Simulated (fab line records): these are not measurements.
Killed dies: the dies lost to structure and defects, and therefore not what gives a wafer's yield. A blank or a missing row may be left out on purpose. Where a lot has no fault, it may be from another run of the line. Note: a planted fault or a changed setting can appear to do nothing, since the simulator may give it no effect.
Split-lot experiment + flow n5 finfet + route with 1938 steps; 7 lots, 21 wafers read

## THE SPLIT
At N5_HKMG_FIN_COAT_30 (time 60 s, resist thk 35 nm), the setting spin rpm was moved away from the recipe's 1500 rpm on 10 of the 21 wafers read, by -11.1% to -4.6%. For the rest of the wafers, this setting stayed at what the recipe calls for.

## FROM THE SPLIT TO THE READING: what the file shows between them, 2 steps
- N5_HKMG_FIN_DEVELOP_11: develop time 30 s (also split here: develop time s)
- N5_HKMG_FIN_DESCUM_17: chemistry O2, time 7.9 s

## THE READING
CAR-ArF_of_HKMG_FIN_COAT_06.thk nm (the simulator's own value, which no gauge read), in nm, at N5_HKMG_FIN_ETCH_31 (etches SiARC in CF4, target depth 45.5 nm, time 75.8 s). The file does not state a usual value for it. The 11 wafers here that ran the recipe average 50.9 nm, standard deviation 0.17 nm.

| wafer  | tool, chamber at the split | spin rpm as run, rpm | against the recipe | CAR-ArF_of_HKMG_FIN_COAT_06.thk nm, nm | against lot-mates on the recipe |
|--------|----------------------------|----------------------|--------------------|----------------------------------------|---------------------------------|
| L075.1 | litho track-02, 0          | 1346                 | -10.3%             | 49.2                                   | no lot-mate on the recipe       |
| L075.4 | litho track-02, 0          | 1346                 | -10.3%             | 48.8                                   | no lot-mate on the recipe       |
| L075.5 | litho track-02, 0          | 1346                 | -10.3%             | 48.8                                   | no lot-mate on the recipe       |
| L078.1 | litho track-05, 0          | 1500                 | recipe             | 51                                     | -                               |
| L078.2 | litho track-05, 0          | 1500                 | recipe             | 50.8                                   | -                               |
| L078.4 | litho track-05, 0          | 1500                 | recipe             | 50.8                                   | -                               |
| L084.2 | litho track-01, 0          | 1392                 | -7.2%              | 49.4                                   | no lot-mate on the recipe       |
| L084.3 | litho track-01, 0          | 1392                 | -7.2%              | 49.6                                   | no lot-mate on the recipe       |
| L084.5 | litho track-01, 0          | 1392                 | -7.2%              | 49.6                                   | no lot-mate on the recipe       |
| L085.2 | litho track-02, 0          | 1500                 | recipe             | 51                                     | -                               |
| L085.4 | litho track-02, 0          | 1500                 | recipe             | 51.2                                   | -                               |
| L085.6 | litho track-02, 0          | 1333                 | -11.1%             | 49.2                                   | -1.9                            |
| L089.1 | litho track-01, 0          | 1419                 | -5.4%              | 49.6                                   | -1.0                            |
| L089.4 | litho track-01, 0          | 1500                 | recipe             | 50.6                                   | -                               |
| L089.5 | litho track-01, 0          | 1419                 | -5.4%              | 49.8                                   | -0.8                            |
| L096.1 | litho track-02, 0          | 1500                 | recipe             | 50.8                                   | -                               |
| L096.2 | litho track-02, 0          | 1500                 | recipe             | 51.2                                   | -                               |
| L096.3 | litho track-02, 0          | 1500                 | recipe             | 51                                     | -                               |
| L097.2 | litho track-05, 0          | 1431                 | -4.6%              | 50.6                                   | -0.4                            |
| L097.4 | litho track-05, 0          | 1500                 | recipe             | 51                                     | -                               |
| L097.6 | litho track-05, 0          | 1500                 | recipe             | 51                                     | -                               |

FIT RESULTS
A straight line over all 21 wafers: CAR-ArF_of_HKMG_FIN_COAT_06.thk nm changes by +0.188 nm for each +1% of spin rpm; r = +0.96; the points scatter about the line by 0.23 nm.
The same after taking each lot's own level away (the mean of its wafers on the recipe; 15 wafers): +0.163 nm for each +1%; r = +0.97; scatter 0.15 nm.
Per that fit: largest spin rpm move, reading shift of 1.8 nm.
From 50.60 to 51.10 nm: that is the span of the lots' own levels, equal to 2.9 times the standard deviation above.
Hence the slope depends on the lot-to-lot level, as the two fits are not the same.
Check: -1.62 nm against its lot-mates is what the line predicts for one of the wafers moved furthest among these (-11.1%) when that wafer is left out of the fit. It came out at -1.9 nm against them.

## OTHER SPLITS APPLIED TO THESE WAFERS
These wafers also went through other splits before the reading. Each is held against what the fit with the lots' levels taken away leaves over:
| other split on the same wafers        | wafers away from the commonest value | r with CAR-ArF_of_HKMG_FIN_COAT_06.thk nm (lot level and that fit taken away) |
|---------------------------------------|--------------------------------------|-------------------------------------------------------------------------------|
| N5_SDB_EXPOSE_08 dose mj              | 6                                    | +0.07                                                                         |
| N5_HKMG_FIN_DEVELOP_11 develop time s | 10                                   | +0.11                                                                         |

## THE WHOLE CHAIN: every reading that the file lists as answering this split, in the file's order
| step                | what it does                                           | reading                                                                             | change (the file's fit)               | r (the file's) |
|---------------------|--------------------------------------------------------|-------------------------------------------------------------------------------------|---------------------------------------|----------------|
| N5_HKMG_FIN_COAT_30 | time 60 s, resist thk 35 nm                            | SiARC_of_HKMG_FIN_COAT_30.thk nm (the simulator's own value, which no gauge read)   | -0.195 nm for each +1% of the setting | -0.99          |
| N5_HKMG_FIN_ETCH_31 | etches SiARC in CF4, target depth 45.5 nm, time 75.8 s | etch.depth nm (the simulator's own value, which no gauge read)                      | -0.183 nm for each +1% of the setting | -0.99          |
| N5_HKMG_FIN_ETCH_31 | etches SiARC in CF4, target depth 45.5 nm, time 75.8 s | CAR-ArF_of_HKMG_FIN_COAT_06.thk nm (the simulator's own value, which no gauge read) | +0.16 nm for each +1% of the setting  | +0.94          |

## FILE'S OWN FIT
CAR-ArF_of_HKMG_FIN_COAT_06.thk nm changes by +0.16 nm for each +1% of spin rpm, r = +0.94.
